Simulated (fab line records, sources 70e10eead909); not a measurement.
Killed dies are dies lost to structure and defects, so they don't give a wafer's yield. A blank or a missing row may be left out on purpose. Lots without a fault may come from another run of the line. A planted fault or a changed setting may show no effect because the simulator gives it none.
fab line records | flow nand_harc
record lots=12 wafers=36 last_day=25
route steps=1159 shown P_ZERO_WELL@41 P_STI@83 P_GATE@144 END@1159
lots that met no fault: from a run of the same line without faults
start_h: hours from the record's first day to the start of the lot's first wafer shown | wait_h: hours since the lot's step before | " the same as in the row above | L1.1+2: a row that stands for several wafers | - no value, or no start given | * or withheld: withheld | < > ~ a bound
route shown NAME@n: a module of which the file shows steps, and the number in the route of the first | usual: mean/standard deviation of fault-free wafers | same: alike in all rows | chamber/n: place in a boat | sites: the reading at each site | _std_site: their standard deviation | _edge_site: outer sites' mean less inner sites' | radius_mm: how far each site lies from the wafer's centre | mask NAME#n: copy n | behind: the tool/chamber that last shaped the wafer | hold: why the lot was held/for how many hours/how that ended | device: the transistor (n, p or np) that didn't switch | end of line: the same wafers' tests at the end of the route | a step without rows: its recipe alone | killed: dies lost to structure and defects at the first sort, not the wafer's yield | map: a wafer's dies, x killed, . not, _ none there
set.NAME: the setting as run; set.NAME@STEP: as run at that earlier step | model.NAME: the simulator's own value behind a step, which no gauge read
steps of the route over a sample of lots; a table a step, a row a wafer
services: from which hour (start_h, from the record's first day; less than 0 if before it) a tool's chamber was out of use, for how many hours, and why
## steps
# step NHARC_P_ZERO_WELL_EXPOSE_34
# recipe na=0.6 target_cd_nm=720 dose_mj=22.31 mask_id=P_PWELL
# columns lot.wafer tool chamber start_h wait_h mask
L100.3+4+5 krf_scanner-01 0 16.12 - P_PWELL#0
L101.3+4+5 krf_scanner-01 0 22.03 - P_PWELL#0
L104.1+2+4 krf_scanner-04 0 39.99 - P_PWELL#0
L106.2+3+5 krf_scanner-04 0 52.01 - P_PWELL#0
L107.4+5+6 krf_scanner-02 0 58.73 - P_PWELL#0
L109.2+3+4 krf_scanner-02 0 69.71 - P_PWELL#0
L110.2+4+6 krf_scanner-04 0 75.94 - P_PWELL#0
L113.2+4+6 krf_scanner-04 0 93.95 - P_HVPW#0
L115.2+4+5 krf_scanner-04 0 105.98 - P_PWELL#0
L116.2+5+6 krf_scanner-01 0 111.99 - P_PWELL#0
L120.1+2+3 krf_scanner-02 0 135.91 - P_PWELL#0
L122.2+3+6 krf_scanner-02 0 147.95 - P_PWELL#0
# step NHARC_P_ZERO_WELL_CD_MEAS_37
# recipe target_cd_nm=720 landing_energy_ev=500
# usual cd_nm=720.7/2
# columns lot.wafer tool chamber start_h wait_h cd_nm
L100.3 cd_sem-01 0 16.27 - 721.6
L100.4 " 0 " " 723.7
L100.5 " 0 " " 722.2
L101.3 cd_sem-02 0 22.18 - 719.7
L101.4 " 0 " " 717.2
L101.5 " 0 " " 718.3
L104.1 cd_sem-03 0 40.15 - 720.3
L104.2 " 0 " " 718.8
L104.4 " 0 " " 721.1
L106.2 cd_sem-01 0 52.17 - 721.8
L106.3 " 0 " " 722.0
L106.5 " 0 " " 722.5
L107.4 cd_sem-03 0 58.88 - 720.1
L107.5 " 0 " " 720.5
L107.6 " 0 " " 720.5
L109.2 cd_sem-01 0 69.86 - 720.4
L109.3 " 0 " " 721.2
L109.4 " 0 " " 722.7
L110.2 cd_sem-02 0 76.10 - 721.1
L110.4 " 0 " " 717.4
L110.6 " 0 " " 722.3
L113.2 cd_sem-03 0 94.11 - -
L113.4 " 0 " " -
L113.6 " 0 " " -
L115.2 cd_sem-01 0 106.13 - 724.8
L115.4 " 0 " " 723.6
L115.5 " 0 " " 724.6
L116.2 cd_sem-01 0 112.14 - 723.5
L116.5 " 0 " " 723.9
L116.6 " 0 " " 722.1
L120.1 cd_sem-02 0 136.06 - 724.9
L120.2 " 0 " " 723.2
L120.3 " 0 " " 721.9
L122.2 cd_sem-03 0 148.10 - 722.4
L122.3 " 0 " " 718.7
L122.6 " 0 " " 718.9
# step NHARC_P_STI_CD_MEAS_09
# recipe target_cd_nm=200 landing_energy_ev=500
# usual cd_nm=200.3/2.6
# columns lot.wafer tool chamber start_h wait_h cd_nm
L100.3 cd_sem-03 0 36.53 - 199.3
L100.4 " 0 " " 199.1
L100.5 " 0 " " 203.5
L101.3 cd_sem-01 0 41.39 - 199.6
L101.4 " 0 " " 203.6
L101.5 " 0 " " 197.0
L104.1 cd_sem-01 0 59.49 - 202.8
L104.2 " 0 " " 202.5
L104.4 " 0 " " 201.3
L106.2 cd_sem-03 0 71.26 - 199.8
L106.3 " 0 " " 199.3
L106.5 " 0 " " 198.5
L107.4 cd_sem-01 0 82.38 - 199.2
L107.5 " 0 " " 201.0
L107.6 " 0 " " 197.8
L109.2 cd_sem-03 0 89.89 - 196.4
L109.3 " 0 " " 195.5
L109.4 " 0 " " 201.4
L110.2 cd_sem-02 0 96.38 - 200.4
L110.4 " 0 " " 198.2
L110.6 " 0 " " 201.8
L115.2 cd_sem-01 0 126.05 - 196.0
L115.4 " 0 " " 198.1
L115.5 " 0 " " 196.3
L116.2 cd_sem-02 0 137.18 - 201.7
L116.5 " 0 " " 201.3
L116.6 " 0 " " 200.7
L120.1 cd_sem-02 0 154.43 - 196.9
L120.2 " 0 " " 202.4
L120.3 " 0 " " 199.5
L122.2 cd_sem-01 0 170.51 - 201.4
L122.3 " 0 " " 204.7
L122.6 " 0 " " 200.7
# step NHARC_P_STI_DESCUM_14
# recipe time_s=3 o2_flow_sccm=200 ar_flow_sccm=0 bias_power_w=0 chemistry=O2
# usual drypump_motor_current_A=5.7/0.39 mfc_ar_sccm=0.014/0.016 oes_product_au=1.001/0.0084 rf_vpp_V=57.8/0.9 showerhead_plenum_p_Torr=1.92/0.087 throttle_valve_pct=11.312/0.0087
# columns lot.wafer tool chamber start_h wait_h drypump_motor_current_A mfc_ar_sccm oes_product_au rf_hours_counter_h rf_vpp_V showerhead_plenum_p_Torr throttle_valve_pct
L100.3 rie_diel-04 1 36.79 - 6.6 0 0.985 7.1 55.2 1.79 11.315
L100.4 " 1 " " 6.5 0 0.994 - 56.6 1.79 11.312
L100.5 " 0 " " 6.0 0.000 0.994 - 56.7 1.88 11.298
L101.4 rie_diel-08 0 41.65 - 5.8 0.035 1.005 1.5 58.3 2.03 11.312
L101.3 " 3 " " 5.6 0 0.996 1.6 57.8 1.80 11.306
L101.5 " 1 " " 5.6 0 1.002 - 57.7 2.06 11.311
L104.1 rie_diel-08 2 59.76 - 5.3 0.010 1.006 2.3 58.2 1.97 11.313
L104.4 " 3 " " 5.6 0 0.986 2.2 56.3 1.80 11.325
L104.2 " 1 " " 5.5 0 1.007 2.5 58.2 2.06 11.324
L106.2 rie_diel-08 0 71.52 - 5.9 0.035 1.000 2.3 56.9 2.03 11.317
L106.3 " 3 " " 5.6 0 0.984 2.5 57.2 1.80 11.324
L106.5 " 0 " " 5.8 0.035 0.989 - 58.4 2.03 11.307
L107.4 rie_diel-03 3 82.66 - 5.9 0.032 1.004 - 58.5 1.96 11.315
L107.6 " 1 " " 5.8 0 1.006 - 58.2 1.89 11.289
L107.5 " 2 " " 5.3 0.040 1.012 - 57.7 1.86 11.318
L109.3 rie_diel-03 3 90.15 - 5.9 0.032 1.001 1.4 57.3 1.96 11.316
L109.2 " 0 " " 5.6 0.038 0.990 1.4 57.6 1.99 11.304
L109.4 " 0 " " 5.6 0.038 0.985 - 57.8 1.98 11.301
L110.4 rie_diel-03 1 96.64 - 5.7 0 1.000 1.8 56.2 1.89 11.309
L110.2 " 0 " " 5.6 0.038 0.998 1.9 56.4 1.98 11.308
L110.6 " 1 " " 5.7 0 1.002 - 59.3 1.89 11.304
L115.2 rie_diel-04 0 126.31 - 6.0 0.000 0.995 0.1 59.0 1.88 11.305
L115.4 " 3 " " 5.1 0.016 1.002 0.1 56.7 1.91 11.321
L115.5 " 0 " " 6.0 0.000 0.994 - 56.9 1.88 11.325
L116.2 rie_diel-04 0 137.46 - 6.0 0.000 1.012 0.5 58.2 1.88 11.312
L116.6 " 1 " " 6.5 0 1.025 - 57.5 1.79 11.311
L116.5 " 2 " " 5.8 0.016 1.014 - 56.7 1.82 11.307
L120.1 rie_diel-03 0 154.69 - 5.5 0.038 1.001 4.2 57.6 1.98 11.301
L120.3 " 2 " " 5.4 0.040 1.000 3.8 58.7 1.86 11.320
L120.2 " 3 " " 5.8 0.032 0.998 4.1 57.1 1.96 11.320
L122.3 rie_diel-08 0 170.78 - 5.8 0.035 0.986 1.2 58.5 2.03 11.321
L122.2 " 1 " " 5.5 0 0.994 1.0 58.5 2.06 11.315
L122.6 " 2 " " 5.2 0.010 1.002 - 58.8 1.97 11.311
# step NHARC_P_GATE_DESCUM_31
# recipe time_s=3 o2_flow_sccm=200 ar_flow_sccm=0 bias_power_w=0 chemistry=O2
# usual drypump_motor_current_A=5.8/0.52 mfc_ar_sccm=0.012/0.011 oes_product_au=1.000/0.0097 rf_vpp_V=57.8/0.81 showerhead_plenum_p_Torr=1.90/0.061 throttle_valve_pct=11.311/0.0088
# columns lot.wafer tool chamber start_h wait_h drypump_motor_current_A mfc_ar_sccm oes_product_au rf_hours_counter_h rf_vpp_V showerhead_plenum_p_Torr throttle_valve_pct
L100.4 rie_diel-12 1 90.31 0.1 5.3 0.019 1.012 21 58.5 1.98 11.315
L100.3 " 2 " " 5.7 0 1.007 21 57.0 1.85 11.315
L100.5 " 3 " " 5.8 0.016 0.995 - 58.9 1.87 11.315
L101.4 rie_diel-01 3 94.73 0.1 6.2 0.006 0.995 24 57.0 1.87 11.304
L101.3 " 2 " " 5.1 0 1.004 23 57.3 1.87 11.318
L101.5 " 3 " " 6.2 0.006 0.995 - 57.3 1.87 11.329
L104.1 rie_diel-12 2 110.53 0.1 5.6 0 1.000 28 56.3 1.84 11.304
L104.2 " 0 " " 6.7 0.030 0.991 25 57.9 1.90 11.319
L104.4 " 1 " " 5.3 0.019 1.006 30 57.7 1.97 11.308
L106.2 rie_diel-01 0 124.88 0.1 5.7 0 1.007 26 58.6 1.91 11.299
L106.3 " 1 " " 5.4 0.013 1.002 28 59.1 2.01 11.316
L106.5 " 2 " " 5.1 0 1.017 - 56.4 1.86 11.308
L107.4 rie_diel-12 2 135.52 0.1 5.6 0 1.005 33 55.7 1.84 11.314
L107.5 " 1 " " 5.4 0.019 1.007 - 59.3 1.97 11.314
L107.6 " 2 " " 5.6 0 0.996 - 57.9 1.84 11.312
L109.4 rie_diel-02 3 142.05 0.1 6.1 0.024 1.012 56 57.5 2.01 11.307
L109.3 " 1 " " 6.7 0.035 1.007 59 58.3 1.89 11.307
L109.2 " 2 " " 5.3 0.006 1.015 55 57.1 1.78 11.305
L110.2 rie_diel-12 0 142.76 0.1 6.7 0.030 1.006 32 57.9 1.90 11.309
L110.4 " 1 " " 5.4 0.019 1.010 38 58.8 1.97 11.309
L110.6 " 2 " " 5.6 0 1.016 - 57.9 1.84 11.302
L115.4 rie_diel-12 0 178.28 0.1 6.7 0.030 0.997 47 57.8 1.90 11.312
L115.2 " 1 " " 5.4 0.019 1.021 53 57.3 1.97 11.302
L115.5 " 0 " " 6.7 0.030 0.988 - 58.6 1.90 11.307
L116.2 rie_diel-12 1 194.51 0.1 5.4 0.019 1.003 58 57.3 1.97 11.291
L116.6 " 2 " " 5.6 0 0.994 - 57.0 1.83 11.315
L116.5 " 1 " " 5.4 0.019 1.003 - 58.9 1.97 11.307
L120.2 rie_diel-01 0 206.18 0.1 5.7 0 0.981 14 57.1 1.90 11.316
L120.1 " 1 " " 5.4 0.013 1.005 14 58.2 2.01 11.308
L120.3 " 2 " " 5.1 0 1.019 14 57.9 1.86 11.325
L122.2 rie_diel-12 1 224.82 0.1 5.3 0.019 1.004 4 57.2 1.96 11.314
L122.3 " 2 " " 5.6 0 0.997 4 57.0 1.83 11.320
L122.6 " 1 " " 5.3 0.019 1.003 - 59.2 1.96 11.310
# step NHARC_END_SORT_01
# recipe temp_c=25
# usual killed_at_array=27/11 killed_at_other=0.6/1 killed_at_periphery=3.0/2.1 killed_dies=31/12 killed_open=3.2/1.7 killed_short=1.7/1.4
# same gross_dies=677
# columns lot.wafer tool chamber start_h wait_h killed_at_array killed_at_other killed_at_periphery killed_dies killed_open killed_short
L113.2 prober-02 0 513.15 2.8 12 0 665 677 1 1
L113.4 prober-02 0 514.73 3.4 12 0 665 677 4 0
L113.6 prober-02 0 516.31 3.9 10 0 667 677 3 1
# killed by level:class
L113.2 P_ZERO_WELL:area_expose=664 A_CHANNEL_HOLE_D1:chamber_film_flake=6 A_STAIRCASE:chamber_film_flake=2 A_CONTACT:chamber_film_flake=2 P_ZERO_WELL:geometric_particle:open=1 A_WL_FILL:geometric_particle:short=1 A_CHANNEL_FILL_D1:chamber_film_flake=1
L113.4 P_ZERO_WELL:area_expose=663 A_STAIRCASE:chamber_film_flake=5 A_CONTACT:geometric_particle:open=2 A_CHANNEL_HOLE_D1:geometric_particle:open=1 A_SGD_CUT:geometric_particle:open=1 P_ZERO_WELL:chamber_film_flake=1 P_STI:chamber_film_flake=1 A_CHANNEL_HOLE_D1:chamber_film_flake=1
L113.6 P_ZERO_WELL:area_expose=665 A_CHANNEL_HOLE_D1:chamber_film_flake=3 A_CONTACT:chamber_film_flake=2 P_M0:geometric_particle:short=1 A_CHANNEL_FILL_D1:geometric_particle:open=1 A_SGD_CUT:geometric_particle:open=1 A_CONTACT:geometric_particle:open=1 P_ZERO_WELL:chamber_film_flake=1
## services
# columns tool chamber start_h hours kind
rie_diel-08 3 -4.40 8.9 repair
rie_diel-08 0 -2.91 4.0 repair
rie_diel-08 2 5.33 6.0 repair
rie_diel-08 2 13.90 5.2 repair
krf_scanner-04 - 21.54 0.9 repair
rie_diel-12 - 25.62 9.0 pm
krf_scanner-02 - 38.00 4.0 pm
rie_diel-03 - 38.30 9.0 pm
rie_diel-12 0 55.90 12.8 repair
krf_scanner-04 - 59.09 0.8 repair
krf_scanner-02 - 79.20 5.6 repair
rie_diel-03 0 82.09 6.5 repair
rie_diel-03 1 84.58 7.1 repair
krf_scanner-04 - 94.32 0.2 repair
rie_diel-12 3 99.58 4.0 repair
krf_scanner-02 - 106.36 2.0 repair
rie_diel-03 2 109.87 9.1 repair
rie_diel-08 0 117.14 3.6 repair
rie_diel-03 - 118.73 1.1 repair
rie_diel-08 3 118.94 5.0 repair
krf_scanner-04 - 126.02 4.0 pm
rie_diel-12 3 192.43 5.1 repair
rie_diel-12 - 202.62 9.0 pm
rie_diel-12 - 212.33 1.2 repair
## key
first_sign step=NHARC_P_ZERO_WELL_EXPOSE_34 reading=mask direction=changed
effect step=NHARC_P_ZERO_WELL_CD_MEAS_37 reading=cd_nm direction=missing
effect step=NHARC_END_SORT_01 reading=killed_at_periphery direction=up sigmas=99+ usual=3.0 struck=665.7
more_kills_born_at NHARC_P_ZERO_WELL_EXPOSE_34@krf_scanner-04=1992
met_at NHARC_P_ZERO_WELL_EXPOSE_34
struck_lots L113
later_rows_left_out L113.2,L113.4,L113.6
tester_left_out L113
not_acting_at NHARC_P_STI_CD_MEAS_09,NHARC_P_STI_DESCUM_14,NHARC_P_GATE_DESCUM_31
onset_between 75.94 93.95
fault kind=wrong_mask tool=any chamber=- onset_h=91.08 steps=NHARC_P_ZERO_WELL_EXPOSE_34 aux_copy=P_HVPW#0 scope=struck_lots_only
# tester_left_out: of these lots the tester's yield and bins aren't shown, on N5 and GAA mostly nor the transistor test; their killed dies are dies lost to structure and defects alone, not to doping, threshold or leakage, so they don't give the yield
# later_rows_left_out: the simulator's readings of these wafers behind a module that went badly wrong aren't trusted and aren't shown, but for the sort
